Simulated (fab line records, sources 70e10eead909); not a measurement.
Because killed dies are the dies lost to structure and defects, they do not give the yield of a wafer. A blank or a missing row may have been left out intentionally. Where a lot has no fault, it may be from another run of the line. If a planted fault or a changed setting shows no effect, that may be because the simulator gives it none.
A struck lot beside a sound one + flow nand-harc + 15 out of 1159 route steps
Sound: the wafers L641.2, L641.3, L641.4. Struck: wafers L654.4, L654.5, L654.6. The cause comes at the end.
For every step that has rows: the tool of each side, followed by ch and its chambers, followed by its first start. Under that, the readings that differ: sound wafers + struck wafers + difference of the means + sigmas: that difference in standard deviations of wafers without a fault.
alike: words and numbers the same on both sides, and readings whose means are apart by under 2 such deviations; not compared: readings that were withheld, readings missing a value for some wafer, numbers with overlapping values and no deviation given by the record, and bounds like >300 which may hide the same value.
The two part at a step that has a row with sigmas, a row that says differs or no value, or rows on one side only. When numbers do not overlap yet have no deviation, they are printed without sigmas and do not part them. A reading missing from all wafers of one side parts the sides only when that side holds two or more wafers.

NHARC_A_CONTACT_CD_MEAS_69 targets a cd of 200 nm.
  sound on cd-sem-01 ch 0, day 16 20:37; struck on cd-sem-01 ch 0, day 20 11:11
  alike: cd-nm
NHARC_A_CONTACT_OVL_MEAS_70:
  struck on overlay-02, day 20 11:16; sound on overlay-01, day 16 20:43
| reading           | sound       | struck       | difference | sigmas |
|-------------------|-------------|--------------|------------|--------|
| overlay-x-nm (nm) | 2.2 2.0 1.9 | -0.2 0.7 0.0 | -1.9       | -2     |
  alike: overlay-y-nm
NHARC_A_CONTACT_INSPECT_71:
  struck on defect-inspect-02, day 20 11:18; sound on defect-inspect-02, day 16 20:44
  alike: raw-defect-count
NHARC_A_CONTACT_DESCUM_74: chemistry O2, time 3 s.
  sound on rie-diel-13 ch 0,1,2, day 16 20:48; struck on rie-diel-13 ch 0,1, day 20 11:22
  alike: drypump-motor-current-A, oes-product-au, rf-vpp-V, showerhead-plenum-p-Torr, throttle-valve-pct
  not compared: rf-hours-counter-h
NHARC_A_CONTACT_ETCH_75: etches the open film in CF4, target depth 39 nm, time 65 s.
  sound on rie-diel-13 ch 0,1,3, day 16 20:53; struck on rie-diel-13 ch 0,1,2, day 20 11:28
| reading      | sound             | struck            | difference | sigmas |
|--------------|-------------------|-------------------|------------|--------|
| rf-vpp-V (V) | 152.4 150.5 148.7 | 154.3 151.9 153.3 | +2.6       | +2     |
  alike: bias-w, cf4-flow-sccm, drypump-motor-current-A, oes-product-au, showerhead-plenum-p-Torr, throttle-valve-pct
  not compared: rf-hours-counter-h
NHARC_A_CONTACT_ETCH_76: etches the open film in N2/H2, target depth 260 nm, time 475.3 s.
  sound: rie-diel-13 ch 0,1,3; struck: rie-diel-13 ch 2,3
  alike: bias-w, chamber-pressure-mTorr, drypump-motor-current-A, oes-product-au, rf-vpp-V, showerhead-plenum-p-Torr, throttle-valve-pct
  not compared: rf-hours-counter-h
NHARC_A_CONTACT_ETCH_77: etches the open film in CF4/CHF3, target depth 72.6 nm, time 36.3 s.
  sound: rie-diel-13 ch 0,2,3; struck: rie-diel-13 ch 2,3
| reading               | sound             | struck            | difference | sigmas |
|-----------------------|-------------------|-------------------|------------|--------|
| oes-product-au (a.u.) | 0.905 0.920 0.947 | 1.004 0.965 0.992 | +0.063     | +3     |
  alike: bias-w, cf4-flow-sccm, drypump-motor-current-A, rf-vpp-V, showerhead-plenum-p-Torr, throttle-valve-pct
  not compared: rf-hours-counter-h
then, 1 step without rows for these wafers: NHARC_A_CONTACT_ETCH_78 (etches the open film in O2/COS, target depth 2800 nm, time 728 s).
NHARC_A_CONTACT_ETCH_124: etches the open film in C4F8/O2/Ar, time 140 s, target depth 700 nm.
  sound on har-cap-etch-03 ch 0,1, day 16 22:02; struck on har-cap-etch-02 ch 0,1, day 20 12:33
  alike: chamber-pressure-mTorr, oes-air-line-au
  not compared: rf-hours-counter-h
then, 3 steps without rows for these wafers: NHARC_A_CONTACT_ETCH_125 (etches the open film in C4F8/O2/Ar, time 155 s, target depth 956 nm); NHARC_A_CONTACT_ETCH_126 (etches the open film in C4F8/O2/Ar, time 155 s, target depth 956 nm); NHARC_A_CONTACT_ETCH_127 (etches the open film in C4F8/O2/Ar, time 155 s, target depth 956 nm).
NHARC_A_CONTACT_ETCH_128: etches the open film in C4F8/O2/Ar, time 155 s, target depth 956 nm.
  sound on har-cap-etch-03 ch 0,1, day 16 22:40; struck on har-cap-etch-02 ch 0,1, day 20 13:10
  no value came back on the struck wafers for chamber-pressure-mTorr (mTorr), oes-air-line-au (a.u.); on the sound wafers chamber-pressure-mTorr (mTorr) reads 20.018 20.012 19.980
  not compared: rf-hours-counter-h
then, 1 step without rows for these wafers: NHARC_A_CONTACT_ETCH_129 (etches the open film in C4F8/O2/Ar, time 155 s, target depth 956 nm).
-- record jumps: 3 days between struck wafers' starts before vs after; left off in module A_CONTACT, resumes in module END, first step shown is number 1159 of the route --
NHARC_END_SORT_01:
  at this point the record logs the struck wafers (prober-02 ch 0, day 23 15:02) and has no rows for the sound ones

## WHERE THEY PART
Last at NHARC_END_SORT_01 as far as this record goes, first at NHARC_A_CONTACT_OVL_MEAS_70.

WHY: what the simulator had put in
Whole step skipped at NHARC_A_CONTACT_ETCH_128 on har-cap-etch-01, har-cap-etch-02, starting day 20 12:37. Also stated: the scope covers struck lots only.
